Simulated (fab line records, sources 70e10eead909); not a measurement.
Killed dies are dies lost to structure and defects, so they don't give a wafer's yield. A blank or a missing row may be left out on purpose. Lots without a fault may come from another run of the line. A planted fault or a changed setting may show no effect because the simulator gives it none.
Problem report in the 8D (eight disciplines) form, filled by code | flow nand_harc | the parts of the form that need people (team, actions taken, sign-off) are left out

1. THE PROBLEM
killed_at_array at NHARC_END_SORT_01 reads a mean of 116 on 1 wafer of 1 lot; wafers without a fault read 28 with a standard deviation of 8.9. That is +9.9 standard deviations from the usual mean.
First seen on wafer L715.1, day 22 13:32, on prober-01. The record holds 15 wafers of 6 lots with a number at this step. Rule for "out", or "out of limits": more than 4 standard deviations from the usual mean. The other wafers with a number count as sound.

2. WHAT IT IS AND WHAT IT IS NOT
question                    | is                           | is not
which readings at this step | killed_at_array, killed_dies | killed_at_other, killed_at_periphery, killed_open, killed_short
which lots                  | L715                         | L706, L707, L709, L710, L720
which wafers of those lots  | L715.1                       | L715.2, L715.4
read on which gauges        | prober-01                    | prober-02
when                        | from day 22 13:32            | up to then (9 sound wafers); but 5 sound wafers of L715, L720 came after

3. SUSPECTS, AND WHAT RULES EACH OUT
Counting: a tool at a process step up to the reading stays a suspect if it ran every lot that is out. Sound lots after the first of them don't rule it out here, since some wafers of a struck lot are sound.
- the gauge at NHARC_END_SORT_01: kept. All the wafers that are out were read on prober-01, and no step on other tools shows them out.
- rie_diel-05 at NHARC_A_STAIRCASE_TRIM_226 (chemistry O2, time 211.2 s): kept. It ran the lot that is out, L715 (day 14 13:21); its last sound lot up to then is L710 (day 13 09:32).
- rie_diel-09 at NHARC_THIN_TSV_ETCHBACK_48 (etches the open film in C4F8/Ar, target depth 1028.5 nm, time 405.17 s): kept. It ran the lot that is out, L715 (day 21 23:44); its last sound lot up to then is L710 (day 21 03:14).
- pvd_sputter-02 at NHARC_THIN_TSV_PRE_CLEAN_50 (time 30 s): kept. It ran the lot that is out, L715 (day 22 02:38). NHARC_THIN_TSV_PRE_CLEAN_50 gives no start for some lots, so the hours and the order of its lots are those of NHARC_THIN_TSV_PRE_CLEAN_54.
- pvd_sputter-02 at NHARC_THIN_TSV_PRE_CLEAN_54 (time 30 s): kept. It ran the lot that is out, L715 (day 22 02:38); its last sound lot up to then is L709 (day 21 11:25).
- Within rie_diel-05 at NHARC_A_STAIRCASE_TRIM_226: the wafers that are out ran in chamber 1; their sound lot-mates ran in chambers 0, 2.
- Within rie_diel-09 at NHARC_THIN_TSV_ETCHBACK_48: the wafers that are out ran in chamber 1; their sound lot-mates ran in chambers 0, 2.
Left after counting: rie_diel-05 at NHARC_A_STAIRCASE_TRIM_226, rie_diel-09 at NHARC_THIN_TSV_ETCHBACK_48, pvd_sputter-02 at NHARC_THIN_TSV_PRE_CLEAN_50, pvd_sputter-02 at NHARC_THIN_TSV_PRE_CLEAN_54, prober-01 at NHARC_END_SORT_01.

4. THE CAUSE (what the simulator had put in)
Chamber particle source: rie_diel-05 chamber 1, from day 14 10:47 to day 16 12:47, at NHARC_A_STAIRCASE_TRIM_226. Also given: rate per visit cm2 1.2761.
Counting left 5 suspects, and this tool is among them.

5. THE CHAIN OF EFFECTS, in route order
Each row: a reading whose mean over the struck wafers that have a number lies more than 3 standard deviations from the usual. Only readings for which the record gives a usual standard deviation are gone through. hours: the time from each lot's start at the first step in this table that gives one to its start at this step, as a median over the lots. sigmas: the change in usual standard deviations.
hours | step              | reading         | usual | on struck wafers | change | sigmas
0     | NHARC_END_SORT_01 | killed_at_array | 28    | 116              | +88    | +9.9
0     | NHARC_END_SORT_01 | killed_dies     | 32    | 117              | +85    | +9.0

6. WHAT WOULD HAVE CAUGHT IT SOONER
In this record the first reading out of limits at a measuring or inspecting step was taken at day 22 13:32, 195 hours after the fault began at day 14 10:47.
Of the tool readings at NHARC_A_STAIRCASE_TRIM_226 for which the record gives a usual standard deviation, none was out on any struck wafer, so an alarm limit of 4 standard deviations on them would not have fired.
All the lots that are out (1) had begun NHARC_A_STAIRCASE_TRIM_226 on rie_diel-05 by day 22 13:32. A hold on the tool at that time would have spared none of them.
